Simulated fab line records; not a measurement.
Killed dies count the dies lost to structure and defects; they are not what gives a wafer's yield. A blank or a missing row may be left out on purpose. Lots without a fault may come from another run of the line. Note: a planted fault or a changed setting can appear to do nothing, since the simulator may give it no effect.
fab line records | flow n5-finfet | part 1 of 2: steps 1 to 4 of 6
[record] lots = 20 | wafers = 60 | last-day = 17
route steps=1938 shown MOL_CONTACT_COAG@530 BEOL_M0_SAQP@653
lots untouched by any fault: they come from a run of this same line in which no faults occurred
start-h: start of the lot's first displayed wafer, in hours after the record's first day | wait-h: hours elapsed since this lot's preceding step | " unchanged from the row above | L1.1+2: a row that stands for several wafers | - no value, or no start given | * or withheld: withheld | < > ~ a bound
route shown NAME@n: a module of which the file shows steps, and the number in the route of the first | usual: mean/standard deviation taken from wafers without a fault | same: alike in all rows | chamber/n: place in a boat | sites: per-site readings | _std_site: the values' standard deviation | _edge_site: outer sites' mean less inner sites' | radius-mm: how far each site lies from the wafer's centre | mask NAME#n: copy n | behind: the most recent tool/chamber to have shaped the wafer | hold: why the lot went on hold/how many hours it stayed there/how the hold came to an end | device: names the non-switching transistor (n, p or np) | end of line: the route-end tests of the same wafers | a step without rows: its recipe alone | killed: dies lost to structure and defects at the first sort, not the wafer's yield | map: the dies of a wafer, with x for killed, . for not killed, _ for no die there
set.NAME: the setting the step ran with; set.NAME@STEP: the setting that earlier step ran with | model.NAME: the simulator's own value behind a step, which no gauge read
the route's steps for a sample of lots (tables are steps, rows are wafers)
services: from which hour (start-h, from the record's first day; less than 0 if before it) a tool's chamber was out of use, for how many hours, and why
[[steps]]
[step N5_MOL_CONTACT_COAG_ETCH_59]
[recipe] chemistry = N2/H2 | target = underlayer | target-depth-a = 130 | mask-material = CAR-EUV | time-s = 10.4 | ion-energy-ev = 200 | pressure-mtorr = 30 | source-w = 840 | bias-w = 150 | n2-flow-sccm = 200 | h2-flow-sccm = 200 | ends = cleared
[usual] drypump-motor-current-A = 5.3/0.47 | etch-rf-on-time-s = 10.57/0.28 | oes-product-au = 0.64/0.081 | rf-vpp-V = 523.2/2.8 | showerhead-plenum-p-Torr = 2.52/0.084 | throttle-valve-pct = 17.87/0.24
lot.wafer | tool        | chamber | start-h | wait-h | drypump-motor-current-A | etch-rf-on-time-s | oes-product-au | rf-hours-counter-h | rf-vpp-V | showerhead-plenum-p-Torr | throttle-valve-pct
L076.2    | rie-diel-05 | 2       | 102.58  | 0.0    | 5.3                     | 10.10             | 0.76           | 38                 | 524.3    | 2.58                     | 17.29
L076.5    | "           | 0       | "       | "      | 6.0                     | 10.79             | 0.56           | -                  | 524.0    | 2.52                     | 17.86
L076.6    | "           | 3       | "       | "      | 4.9                     | 10.12             | 0.66           | -                  | 520.3    | 2.44                     | 17.85
L077.1    | rie-diel-04 | 3       | 105.88  | 0.0    | 4.9                     | 10.80             | 0.61           | 171                | 525.6    | 2.62                     | 18.01
L077.2    | "           | 2       | "       | "      | 5.3                     | 10.32             | 0.63           | 163                | 520.8    | 2.46                     | 17.74
L077.5    | "           | 1       | "       | "      | 5.3                     | 10.79             | 0.57           | -                  | 520.5    | 2.40                     | 17.97
L078.1    | rie-diel-01 | 1       | 112.49  | 0.0    | 4.7                     | 10.55             | 0.63           | 176                | 526.1    | 2.63                     | 17.92
L078.2    | "           | 0       | "       | "      | 4.9                     | 10.49             | 0.57           | 246                | 523.7    | 2.48                     | 17.78
L078.6    | "           | 0       | "       | "      | 4.9                     | 10.47             | 0.58           | -                  | 523.9    | 2.48                     | 17.79
L079.1    | rie-diel-04 | 2       | 117.03  | 0.0    | 5.3                     | 10.22             | 0.63           | 166                | 520.4    | 2.46                     | 17.73
L079.4    | "           | 3       | "       | "      | 4.9                     | 10.85             | 0.60           | 175                | 525.7    | 2.62                     | 18.01
L079.5    | "           | 1       | "       | "      | 5.3                     | 10.83             | 0.57           | -                  | 521.0    | 2.40                     | 17.97
L080.1    | rie-diel-04 | 0       | 122.86  | 0.0    | 5.5                     | 10.59             | 0.60           | 229                | 521.0    | 2.51                     | 18.32
L080.3    | "           | 2       | "       | "      | 5.3                     | 10.46             | 0.62           | 169                | 520.7    | 2.46                     | 17.74
L080.5    | "           | 3       | "       | "      | 4.9                     | 10.73             | 0.61           | -                  | 526.4    | 2.62                     | 18.04
L081.2    | rie-diel-01 | 2       | 130.69  | 0.0    | 6.3                     | 10.90             | 0.57           | 223                | 522.4    | 2.52                     | 18.01
L081.4    | "           | 1       | "       | "      | 4.7                     | 10.55             | 0.63           | 177                | 528.5    | 2.63                     | 17.92
L081.6    | "           | 1       | "       | "      | 4.7                     | 10.45             | 0.63           | -                  | 528.7    | 2.63                     | 17.91
L083.3    | rie-diel-05 | 3       | 148.40  | 0.0    | 4.8                     | 9.98              | 0.64           | 178                | 519.6    | 2.43                     | 17.90
L083.5    | "           | 0       | "       | "      | 5.9                     | 10.16             | 0.84           | -                  | 523.6    | 2.51                     | 17.46
L083.6    | "           | 3       | "       | "      | 4.9                     | 9.97              | 0.64           | -                  | 520.3    | 2.43                     | 17.90
L084.2    | rie-diel-04 | 0       | 151.24  | 0.0    | 5.5                     | 10.53             | 0.58           | 241                | 522.9    | 2.51                     | 18.34
L084.3    | "           | 3       | "       | "      | 4.9                     | 10.71             | 0.60           | 188                | 525.5    | 2.62                     | 18.05
L084.6    | "           | 3       | "       | "      | 4.8                     | 10.73             | 0.61           | -                  | 525.7    | 2.62                     | 18.05
L085.1    | rie-diel-01 | 3       | 153.17  | 0.0    | 4.9                     | 10.73             | 0.57           | 235                | 523.1    | 2.52                     | 17.77
L085.3    | "           | 2       | "       | "      | 6.3                     | 10.87             | 0.57           | 232                | 522.8    | 2.52                     | 18.03
L085.6    | "           | 2       | "       | "      | 6.3                     | 10.96             | 0.57           | -                  | 523.8    | 2.52                     | 18.03
L087.1    | rie-diel-05 | 0       | 169.11  | 0.0    | 6.0                     | 10.43             | 0.79           | 9                  | 522.2    | 2.51                     | 17.48
L087.4    | "           | 1       | "       | "      | 6.4                     | 11.31             | 0.62           | 168                | 520.1    | 2.46                     | 18.06
L087.6    | "           | 0       | "       | "      | 5.9                     | 10.44             | 0.79           | -                  | 522.9    | 2.51                     | 17.47
L088.1    | rie-diel-05 | 3       | 170.08  | 0.0    | 4.9                     | 10.36             | 0.63           | 184                | 521.1    | 2.43                     | 17.91
L088.3    | "           | 2       | "       | "      | 5.2                     | 10.28             | 0.71           | 63                 | 526.5    | 2.57                     | 17.32
L088.6    | "           | 3       | "       | "      | 4.9                     | 10.33             | 0.63           | -                  | 521.2    | 2.43                     | 17.92
L089.2    | rie-diel-01 | 0       | 177.30  | 0.0    | 4.9                     | 10.46             | 0.80           | 9                  | 521.9    | 2.47                     | 17.48
L089.5    | "           | 1       | "       | "      | 4.7                     | 10.50             | 0.62           | -                  | 527.8    | 2.62                     | 17.95
L089.6    | "           | 0       | "       | "      | 4.9                     | 10.49             | 0.79           | -                  | 521.8    | 2.47                     | 17.49
L090.2    | rie-diel-01 | 3       | 182.50  | 0.0    | 4.9                     | 10.84             | 0.56           | 246                | 523.6    | 2.51                     | 17.80
L090.5    | "           | 3       | "       | "      | 4.8                     | 10.90             | 0.56           | -                  | 522.8    | 2.51                     | 17.81
L090.6    | "           | 0       | "       | "      | 4.9                     | 10.48             | 0.80           | -                  | 522.6    | 2.47                     | 17.48
L091.4    | rie-diel-01 | 0       | 189.80  | 0.0    | 4.9                     | 10.48             | 0.79           | 13                 | 522.0    | 2.47                     | 17.49
L091.5    | "           | 1       | "       | "      | 4.7                     | 10.44             | 0.63           | -                  | 525.1    | 2.62                     | 17.96
L091.6    | "           | 0       | "       | "      | 4.9                     | 10.42             | 0.80           | -                  | 520.1    | 2.47                     | 17.50
L092.2    | rie-diel-04 | 3       | 198.41  | 0.0    | 4.9                     | 10.84             | 0.59           | 211                | 526.3    | 2.61                     | 18.10
L092.3    | "           | 2       | "       | "      | 5.3                     | 10.31             | 0.60           | 202                | 520.9    | 2.44                     | 17.79
L092.5    | "           | 2       | "       | "      | 5.3                     | 10.31             | 0.61           | -                  | 519.8    | 2.44                     | 17.80
L093.3    | rie-diel-05 | 3       | 202.51  | 0.0    | 4.9                     | 10.45             | 0.61           | 196                | 521.5    | 2.42                     | 17.90
L093.5    | "           | 2       | "       | "      | 5.2                     | 10.27             | 0.71           | -                  | 524.7    | 2.56                     | 17.35
L093.6    | "           | 1       | "       | "      | 6.4                     | 11.23             | 0.62           | -                  | 521.1    | 2.45                     | 18.06
L094.1    | rie-diel-04 | 0       | 209.26  | 0.0    | 5.5                     | 10.12             | 0.86           | 1                  | 522.7    | 2.50                     | 17.94
L094.3    | "           | 2       | "       | "      | 5.3                     | 10.18             | 0.61           | 207                | 519.6    | 2.44                     | 17.82
L094.5    | "           | 3       | "       | "      | 4.9                     | 10.60             | 0.59           | -                  | 526.9    | 2.60                     | 18.10
L095.3    | rie-diel-04 | 3       | 213.70  | 0.0    | 4.9                     | 10.74             | 0.58           | 217                | 525.9    | 2.60                     | 18.10
L095.4    | "           | 2       | "       | "      | 5.3                     | 10.31             | 0.60           | 209                | 520.7    | 2.44                     | 17.80
L095.5    | "           | 1       | "       | "      | 5.3                     | 10.54             | 0.77           | -                  | 528.9    | 2.71                     | 17.69
L096.3    | rie-diel-04 | 0       | 222.48  | 0.0    | 5.4                     | 10.21             | 0.83           | 7                  | 522.9    | 2.50                     | 17.96
L096.5    | "           | 2       | "       | "      | 5.3                     | 10.33             | 0.60           | -                  | 520.5    | 2.44                     | 17.83
L096.6    | "           | 1       | "       | "      | 5.4                     | 10.58             | 0.76           | -                  | 530.1    | 2.70                     | 17.68
L097.1    | rie-diel-04 | 1       | 228.91  | 0.0    | 5.3                     | 10.80             | 0.77           | 22                 | 528.9    | 2.70                     | 17.69
L097.2    | "           | 0       | "       | "      | 5.5                     | 10.19             | 0.83           | 8                  | 522.8    | 2.50                     | 17.94
L097.6    | "           | 3       | "       | "      | 4.9                     | 10.92             | 0.58           | -                  | 525.7    | 2.60                     | 18.10
[step N5_MOL_CONTACT_COAG_CD_MEAS_99]
[recipe] target-cd-nm = 17.2 | polarity = opening
[usual] cd-nm = 17.1/0.41
lot.wafer | tool      | chamber | start-h | wait-h | cd-nm
L076.2    | cd-sem-02 | -       | 102.94  | -      | 16.8
L076.5    | "         | -       | "       | "      | 16.2
L076.6    | "         | -       | "       | "      | 17.0
L077.1    | cd-sem-01 | -       | 106.24  | -      | 17.1
L077.2    | "         | -       | "       | "      | 17.1
L077.5    | "         | -       | "       | "      | 17.2
L078.1    | cd-sem-02 | -       | 112.85  | -      | 17.9
L078.2    | "         | -       | "       | "      | 16.7
L078.6    | "         | -       | "       | "      | 17.3
L079.1    | cd-sem-02 | -       | 117.39  | -      | 16.9
L079.4    | "         | -       | "       | "      | 17.5
L079.5    | "         | -       | "       | "      | 17.0
L080.1    | cd-sem-02 | -       | 123.22  | -      | 17.5
L080.3    | "         | -       | "       | "      | 17.1
L080.5    | "         | -       | "       | "      | 17.0
L081.2    | cd-sem-02 | -       | 131.05  | -      | 17.3
L081.4    | "         | -       | "       | "      | 17.5
L081.6    | "         | -       | "       | "      | 17.5
L083.3    | cd-sem-02 | -       | 148.76  | -      | 16.6
L083.5    | "         | -       | "       | "      | 17.7
L083.6    | "         | -       | "       | "      | 16.9
L084.2    | cd-sem-02 | -       | 151.61  | -      | 17.8
L084.3    | "         | -       | "       | "      | 16.6
L084.6    | "         | -       | "       | "      | 16.6
L085.1    | cd-sem-02 | -       | 153.54  | -      | 16.6
L085.3    | "         | -       | "       | "      | 17.6
L085.6    | "         | -       | "       | "      | 17.9
L087.1    | cd-sem-01 | -       | 169.47  | -      | 16.7
L087.4    | "         | -       | "       | "      | 16.7
L087.6    | "         | -       | "       | "      | 16.8
L088.1    | cd-sem-03 | -       | 170.44  | -      | 17.5
L088.3    | "         | -       | "       | "      | 17.1
L088.6    | "         | -       | "       | "      | 17.0
L089.2    | cd-sem-03 | -       | 177.66  | -      | 16.5
L089.5    | "         | -       | "       | "      | 17.0
L089.6    | "         | -       | "       | "      | 16.8
L090.2    | cd-sem-03 | -       | 182.87  | -      | 17.4
L090.5    | "         | -       | "       | "      | 17.3
L090.6    | "         | -       | "       | "      | 17.7
L091.4    | cd-sem-03 | -       | 190.17  | -      | 16.9
L091.5    | "         | -       | "       | "      | 17.8
L091.6    | "         | -       | "       | "      | 17.3
L092.2    | cd-sem-01 | -       | 198.77  | -      | 17.0
L092.3    | "         | -       | "       | "      | 17.3
L092.5    | "         | -       | "       | "      | 17.0
L093.3    | cd-sem-01 | -       | 202.88  | -      | 17.2
L093.5    | "         | -       | "       | "      | 16.8
L093.6    | "         | -       | "       | "      | 16.8
L094.1    | cd-sem-01 | -       | 209.62  | -      | 17.5
L094.3    | "         | -       | "       | "      | 16.7
L094.5    | "         | -       | "       | "      | 16.9
L095.3    | cd-sem-01 | -       | 214.07  | -      | 17.1
L095.4    | "         | -       | "       | "      | 17.2
L095.5    | "         | -       | "       | "      | 17.2
L096.3    | cd-sem-03 | -       | 222.84  | -      | 17.3
L096.5    | "         | -       | "       | "      | 17.0
L096.6    | "         | -       | "       | "      | 17.1
L097.1    | cd-sem-03 | -       | 229.27  | -      | 16.2
L097.2    | "         | -       | "       | "      | 17.3
L097.6    | "         | -       | "       | "      | 17.3
[step N5_MOL_CONTACT_COAG_ETCH_66]
[recipe] chemistry = CF4 | target = SiARC | target-depth-a = 130 | mask-material = CAR-EUV | time-s = 21.7 | ion-energy-ev = 80 | pressure-mtorr = 40 | source-w = 545 | bias-w = 36 | Ar_flow_sccm = 100 | cf4-flow-sccm = 100 | ends = cleared
[usual] drypump-motor-current-A = 5.3/0.53 | etch-rf-on-time-s = 22.1/0.6 | oes-product-au = 0.65/0.088 | rf-vpp-V = 183.8/1.2 | showerhead-plenum-p-Torr = 2.12/0.071 | throttle-valve-pct = 15.59/0.26
lot.wafer | tool        | chamber | start-h | wait-h | drypump-motor-current-A | etch-rf-on-time-s | oes-product-au | rf-hours-counter-h | rf-vpp-V | showerhead-plenum-p-Torr | throttle-valve-pct
L076.2    | rie-diel-04 | 1       | 114.27  | 0.0    | 5.3                     | 22.7              | 0.57           | 232                | 182.4    | 2.01                     | 15.62
L076.5    | "           | 1       | "       | "      | 5.3                     | 22.7              | 0.57           | -                  | 182.3    | 2.01                     | 15.61
L076.6    | "           | 0       | "       | "      | 5.5                     | 21.9              | 0.60           | -                  | 184.9    | 2.12                     | 16.02
L077.1    | rie-diel-04 | 1       | 116.94  | 0.0    | 5.3                     | 22.6              | 0.57           | 232                | 183.5    | 2.01                     | 15.64
L077.2    | "           | 0       | "       | "      | 5.4                     | 22.1              | 0.60           | 226                | 182.7    | 2.12                     | 16.04
L077.5    | "           | 3       | "       | "      | 4.9                     | 22.9              | 0.60           | -                  | 184.8    | 2.24                     | 15.93
L078.1    | rie-diel-04 | 0       | 123.53  | 0.0    | 5.4                     | 22.3              | 0.60           | 230                | 183.2    | 2.12                     | 16.07
L078.2    | "           | 3       | "       | "      | 4.8                     | 22.6              | 0.60           | 178                | 185.7    | 2.24                     | 15.94
L078.6    | "           | 0       | "       | "      | 5.4                     | 22.1              | 0.59           | -                  | 184.7    | 2.12                     | 16.05
L079.1    | rie-diel-04 | 3       | 129.92  | 0.0    | 4.9                     | 22.7              | 0.60           | 181                | 184.7    | 2.24                     | 15.95
L079.4    | "           | 0       | "       | "      | 5.5                     | 22.1              | 0.59           | 233                | 183.3    | 2.12                     | 16.05
L079.5    | "           | 1       | "       | "      | 5.3                     | 22.4              | 0.57           | -                  | 182.2    | 2.01                     | 15.63
L080.1    | rie-diel-01 | 1       | 133.39  | 0.0    | 4.7                     | 21.9              | 0.63           | 178                | 184.9    | 2.21                     | 15.70
L080.3    | "           | 2       | "       | "      | 6.3                     | 23.1              | 0.57           | 224                | 183.6    | 2.10                     | 15.71
L080.5    | "           | 2       | "       | "      | 6.3                     | 22.8              | 0.57           | -                  | 183.7    | 2.10                     | 15.73
L081.2    | rie-diel-05 | 1       | 144.51  | 0.0    | 6.5                     | 23.2              | 0.63           | 161                | 182.6    | 2.07                     | 15.68
L081.4    | "           | 3       | "       | "      | 4.9                     | 21.0              | 0.64           | 176                | 182.2    | 2.04                     | 15.62
L081.6    | "           | 0       | "       | "      | 6.0                     | 21.3              | 0.85           | -                  | 183.7    | 2.09                     | 15.10
L083.3    | rie-diel-01 | 1       | 160.13  | 0.0    | 4.7                     | 21.8              | 0.62           | 190                | 184.2    | 2.21                     | 15.71
L083.5    | "           | 3       | "       | "      | 4.8                     | 22.3              | 0.58           | -                  | 182.8    | 2.10                     | 15.50
L083.6    | "           | 2       | "       | "      | 6.3                     | 22.8              | 0.57           | -                  | 182.4    | 2.09                     | 15.74
L084.2    | rie-diel-01 | 3       | 163.54  | 0.0    | 4.9                     | 22.6              | 0.57           | 239                | 183.7    | 2.10                     | 15.50
L084.3    | "           | 0       | "       | "      | 4.9                     | 22.3              | 0.80           | 4                  | 183.6    | 2.12                     | 15.44
L084.6    | "           | 3       | "       | "      | 4.9                     | 22.7              | 0.57           | -                  | 184.0    | 2.10                     | 15.50
L085.1    | rie-diel-01 | 2       | 163.81  | 0.0    | 6.3                     | 22.6              | 0.57           | 236                | 182.4    | 2.09                     | 15.76
L085.3    | "           | 3       | "       | "      | 4.9                     | 22.5              | 0.57           | 239                | 182.2    | 2.10                     | 15.48
L085.6    | "           | 2       | "       | "      | 6.3                     | 22.8              | 0.56           | -                  | 183.7    | 2.09                     | 15.75
L087.1    | rie-diel-01 | 0       | 181.61  | 0.0    | 4.9                     | 21.8              | 0.80           | 10                 | 183.4    | 2.12                     | 15.46
L087.4    | "           | 3       | "       | "      | 4.8                     | 22.0              | 0.57           | 245                | 183.8    | 2.10                     | 15.53
L087.6    | "           | 1       | "       | "      | 4.7                     | 21.7              | 0.62           | -                  | 185.9    | 2.21                     | 15.74
L088.1    | rie-diel-04 | 1       | 184.73  | 0.0    | 5.3                     | 22.2              | 0.80           | 3                  | 185.0    | 2.26                     | 15.21
L088.3    | "           | 3       | "       | "      | 4.9                     | 22.8              | 0.59           | 204                | 185.1    | 2.23                     | 15.99
L088.6    | "           | 2       | "       | "      | 5.3                     | 21.5              | 0.61           | -                  | 182.2    | 2.05                     | 15.41
L089.2    | rie-diel-04 | 1       | 189.45  | 0.0    | 5.3                     | 22.2              | 0.80           | 6                  | 186.0    | 2.26                     | 15.21
L089.5    | "           | 2       | "       | "      | 5.3                     | 21.4              | 0.61           | -                  | 182.6    | 2.05                     | 15.43
L089.6    | "           | 3       | "       | "      | 4.8                     | 23.1              | 0.58           | -                  | 184.1    | 2.23                     | 15.99
L090.2    | rie-diel-05 | 1       | 194.95  | 0.0    | 6.4                     | 22.9              | 0.62           | 176                | 181.8    | 2.06                     | 15.71
L090.5    | "           | 3       | "       | "      | 4.9                     | 21.2              | 0.63           | -                  | 183.7    | 2.03                     | 15.67
L090.6    | "           | 2       | "       | "      | 5.2                     | 21.4              | 0.72           | -                  | 185.6    | 2.17                     | 15.23
L091.4    | rie-diel-04 | 3       | 200.64  | 0.0    | 4.9                     | 23.0              | 0.57           | -                  | 185.7    | 2.22                     | 16.00
L091.5    | "           | 2       | "       | "      | 5.3                     | 21.5              | 0.61           | -                  | 181.9    | 2.04                     | 15.45
L091.6    | "           | 1       | "       | "      | 5.3                     | 22.3              | 0.78           | -                  | 185.9    | 2.26                     | 15.23
L092.2    | rie-diel-01 | 1       | 210.36  | 0.0    | 4.7                     | 21.6              | 0.62           | 210                | 184.4    | 2.20                     | 15.78
L092.3    | "           | 2       | "       | "      | 6.3                     | 22.7              | 0.56           | 255                | 183.5    | 2.09                     | 15.79
L092.5    | "           | 0       | "       | "      | 4.9                     | 21.9              | 0.77           | -                  | 183.3    | 2.12                     | 15.49
L093.3    | rie-diel-01 | 3       | 215.62  | 0.0    | 4.9                     | 21.1              | 0.84           | 2                  | 183.8    | 2.09                     | 15.05
L093.5    | "           | 1       | "       | "      | 4.7                     | 21.5              | 0.61           | -                  | 183.0    | 2.20                     | 15.77
L093.6    | "           | 0       | "       | "      | 4.9                     | 21.8              | 0.77           | -                  | 182.7    | 2.12                     | 15.50
L094.1    | rie-diel-04 | 2       | 219.09  | 0.0    | 5.3                     | 21.4              | 0.60           | 211                | 181.8    | 2.04                     | 15.45
L094.3    | "           | 3       | "       | "      | 4.8                     | 22.6              | 0.58           | 219                | 183.4    | 2.22                     | 16.02
L094.5    | "           | 3       | "       | "      | 4.8                     | 22.8              | 0.57           | -                  | 183.9    | 2.22                     | 16.01
L095.3    | rie-diel-04 | 0       | 230.35  | 0.0    | 5.5                     | 21.5              | 0.82           | 9                  | 182.8    | 2.11                     | 15.62
L095.4    | "           | 1       | "       | "      | 5.4                     | 22.5              | 0.76           | 22                 | 186.8    | 2.25                     | 15.25
L095.5    | "           | 3       | "       | "      | 4.9                     | 23.0              | 0.56           | -                  | 185.0    | 2.22                     | 16.04
L096.3    | rie-diel-05 | 1       | 233.63  | 0.0    | 6.4                     | 23.5              | 0.60           | 190                | 184.0    | 2.06                     | 15.73
L096.5    | "           | 2       | "       | "      | 5.2                     | 21.4              | 0.69           | -                  | 186.0    | 2.16                     | 15.27
L096.6    | "           | 3       | "       | "      | 4.9                     | 21.3              | 0.62           | -                  | 184.3    | 2.03                     | 15.71
L097.1    | rie-diel-05 | 2       | 238.77  | 0.0    | 5.2                     | 21.4              | 0.69           | 87                 | 184.7    | 2.16                     | 15.27
L097.2    | "           | 3       | "       | "      | 4.9                     | 21.2              | 0.62           | 207                | 184.3    | 2.03                     | 15.69
L097.6    | "           | 3       | "       | "      | 4.9                     | 21.1              | 0.62           | -                  | 183.4    | 2.03                     | 15.70
[step N5_MOL_CONTACT_COAG_ETCH_67]
[recipe] chemistry = N2/H2 | target = SOC | target-depth-a = 600 | overetch-a = 210 | mask-material = SiARC | temp-c = 40 | time-s = 101.2 | ion-energy-ev = 200 | pressure-mtorr = 30 | source-w = 840 | bias-w = 150 | n2-flow-sccm = 200 | h2-flow-sccm = 200
[usual] drypump-motor-current-A = 5.3/0.58 | oes-product-au = 0.65/0.08 | rf-vpp-V = 522.9/2.4 | showerhead-plenum-p-Torr = 2.52/0.075 | throttle-valve-pct = 17.78/0.26
lot.wafer | tool        | chamber | start-h | wait-h | drypump-motor-current-A | oes-product-au | rf-hours-counter-h | rf-vpp-V | showerhead-plenum-p-Torr | throttle-valve-pct
L076.2    | rie-diel-04 | 1       | 114.59  | 0.0    | 5.3                     | 0.58           | 232                | 519.2    | 2.40                     | 17.93
L076.5    | "           | 3       | "       | "      | 4.9                     | 0.61           | -                  | 525.1    | 2.62                     | 18.01
L076.6    | "           | 0       | "       | "      | 5.4                     | 0.59           | -                  | 521.5    | 2.51                     | 18.27
L077.1    | rie-diel-05 | 1       | 117.25  | 0.0    | 6.5                     | 0.66           | 146                | 521.2    | 2.47                     | 17.98
L077.2    | "           | 0       | "       | "      | 5.9                     | 0.56           | 249                | 523.4    | 2.51                     | 17.84
L077.5    | "           | 0       | "       | "      | 5.9                     | 0.57           | -                  | 522.0    | 2.51                     | 17.83
L078.1    | rie-diel-05 | 1       | 124.59  | 0.0    | 6.4                     | 0.65           | 151                | 522.3    | 2.46                     | 17.99
L078.2    | "           | 3       | "       | "      | 4.9                     | 0.62           | 166                | 520.1    | 2.43                     | 17.84
L078.6    | "           | 1       | "       | "      | 6.4                     | 0.64           | -                  | 520.9    | 2.46                     | 18.00
L079.1    | rie-diel-01 | 3       | 130.35  | 0.0    | 4.9                     | 0.58           | 226                | 522.9    | 2.52                     | 17.73
L079.4    | "           | 1       | "       | "      | 4.7                     | 0.62           | 177                | 525.4    | 2.63                     | 17.88
L079.5    | "           | 2       | "       | "      | 6.3                     | 0.58           | -                  | 522.9    | 2.52                     | 17.99
L080.1    | rie-diel-04 | 0       | 133.68  | 0.0    | 5.5                     | 0.59           | 235                | 523.5    | 2.51                     | 18.30
L080.3    | "           | 2       | "       | "      | 5.3                     | 0.61           | 174                | 519.0    | 2.45                     | 17.72
L080.5    | "           | 3       | "       | "      | 4.9                     | 0.60           | -                  | 525.6    | 2.62                     | 18.00
L081.2    | rie-diel-01 | 3       | 145.07  | 0.0    | 4.8                     | 0.58           | 231                | 523.3    | 2.52                     | 17.76
L081.4    | "           | 1       | "       | "      | 4.7                     | 0.62           | -                  | 526.6    | 2.63                     | 17.90
L081.6    | "           | 2       | "       | "      | 6.3                     | 0.58           | -                  | 522.8    | 2.52                     | 17.99
L083.3    | rie-diel-01 | 0       | 160.65  | 0.0    | 4.9                     | 0.82           | 3                  | 522.2    | 2.47                     | 17.44
L083.5    | "           | 2       | "       | "      | 6.3                     | 0.57           | -                  | 524.6    | 2.51                     | 18.00
L083.6    | "           | 1       | "       | "      | 4.7                     | 0.62           | -                  | 524.6    | 2.63                     | 17.91
L084.2    | rie-diel-01 | 1       | 163.91  | 0.0    | 4.7                     | 0.61           | 191                | 526.6    | 2.63                     | 17.91
L084.3    | "           | 3       | "       | "      | 4.9                     | 0.56           | 239                | 521.7    | 2.52                     | 17.76
L084.6    | "           | 3       | "       | "      | 4.9                     | 0.57           | -                  | 522.1    | 2.52                     | 17.76
L085.1    | rie-diel-05 | 2       | 164.11  | 0.0    | 5.2                     | 0.70           | 62                 | 525.2    | 2.57                     | 17.27
L085.3    | "           | 1       | "       | "      | 6.4                     | 0.64           | 167                | 519.7    | 2.46                     | 18.01
L085.6    | "           | 0       | "       | "      | 5.9                     | 0.79           | -                  | 523.6    | 2.51                     | 17.44
L087.1    | rie-diel-04 | 3       | 181.90  | 0.0    | 4.9                     | 0.59           | 203                | 526.4    | 2.61                     | 18.05
L087.4    | "           | 2       | "       | "      | 5.3                     | 0.59           | -                  | 520.6    | 2.45                     | 17.75
L087.6    | "           | 3       | "       | "      | 4.9                     | 0.59           | -                  | 527.1    | 2.61                     | 18.04
L088.1    | rie-diel-04 | 1       | 185.28  | 0.0    | 5.4                     | 0.80           | 3                  | 528.0    | 2.71                     | 17.64
L088.3    | "           | 3       | "       | "      | 4.9                     | 0.59           | 204                | 526.7    | 2.61                     | 18.05
L088.6    | "           | 3       | "       | "      | 4.8                     | 0.59           | -                  | 525.7    | 2.61                     | 18.05
L089.2    | rie-diel-05 | 1       | 189.74  | 0.0    | 6.4                     | 0.63           | 174                | 520.3    | 2.45                     | 18.03
L089.5    | "           | 3       | "       | "      | 4.8                     | 0.61           | -                  | 518.8    | 2.42                     | 17.90
L089.6    | "           | 0       | "       | "      | 5.9                     | 0.77           | -                  | 523.8    | 2.51                     | 17.45
L090.2    | rie-diel-05 | 0       | 195.24  | 0.0    | 5.9                     | 0.76           | 16                 | 520.4    | 2.51                     | 17.46
L090.5    | "           | 2       | "       | "      | 5.2                     | 0.69           | -                  | 524.5    | 2.56                     | 17.31
L090.6    | "           | 1       | "       | "      | 6.4                     | 0.63           | -                  | 519.9    | 2.45                     | 18.05
L091.4    | rie-diel-05 | 2       | 201.58  | 0.0    | 5.2                     | 0.69           | 74                 | 523.1    | 2.56                     | 17.30
L091.5    | "           | 2       | "       | "      | 5.2                     | 0.68           | -                  | 525.0    | 2.56                     | 17.31
L091.6    | "           | 3       | "       | "      | 4.8                     | 0.61           | -                  | 520.2    | 2.42                     | 17.89
L092.2    | rie-diel-05 | 2       | 210.88  | 0.0    | 5.2                     | 0.68           | 77                 | 524.8    | 2.56                     | 17.32
L092.3    | "           | 0       | "       | "      | 5.9                     | 0.75           | 21                 | 521.8    | 2.51                     | 17.47
L092.5    | "           | 1       | "       | "      | 6.4                     | 0.63           | -                  | 522.5    | 2.45                     | 18.05
L093.3    | rie-diel-01 | 0       | 216.52  | 0.0    | 4.9                     | 0.74           | 26                 | 524.2    | 2.46                     | 17.48
L093.5    | "           | 1       | "       | "      | 4.7                     | 0.61           | -                  | 525.4    | 2.62                     | 17.93
L093.6    | "           | 3       | "       | "      | 4.8                     | 0.81           | -                  | 522.2    | 2.51                     | 17.42
L094.1    | rie-diel-01 | 1       | 219.38  | 0.0    | 4.8                     | 0.60           | 214                | 526.1    | 2.62                     | 17.95
L094.3    | "           | 3       | "       | "      | 4.8                     | 0.81           | 3                  | 523.7    | 2.51                     | 17.42
L094.5    | "           | 0       | "       | "      | 4.9                     | 0.75           | -                  | 522.9    | 2.46                     | 17.49
L095.3    | rie-diel-01 | 2       | 231.04  | 0.0    | 6.3                     | 0.81           | 2                  | 522.2    | 2.51                     | 17.65
L095.4    | "           | 3       | "       | "      | 4.9                     | 0.79           | 8                  | 522.1    | 2.51                     | 17.43
L095.5    | "           | 3       | "       | "      | 4.9                     | 0.79           | -                  | 521.8    | 2.51                     | 17.43
L096.3    | rie-diel-04 | 3       | 233.98  | 0.0    | 4.9                     | 0.57           | 225                | 525.0    | 2.60                     | 18.08
L096.5    | "           | 2       | "       | "      | 5.3                     | 0.58           | -                  | 520.6    | 2.44                     | 17.79
L096.6    | "           | 3       | "       | "      | 4.9                     | 0.58           | -                  | 525.7    | 2.60                     | 18.09
L097.1    | rie-diel-05 | 1       | 239.23  | 0.0    | 6.4                     | 0.62           | 191                | 520.5    | 2.45                     | 18.05
L097.2    | "           | 3       | "       | "      | 4.9                     | 0.60           | 207                | 520.0    | 2.42                     | 17.92
L097.6    | "           | 1       | "       | "      | 6.4                     | 0.62           | -                  | 520.3    | 2.45                     | 18.07
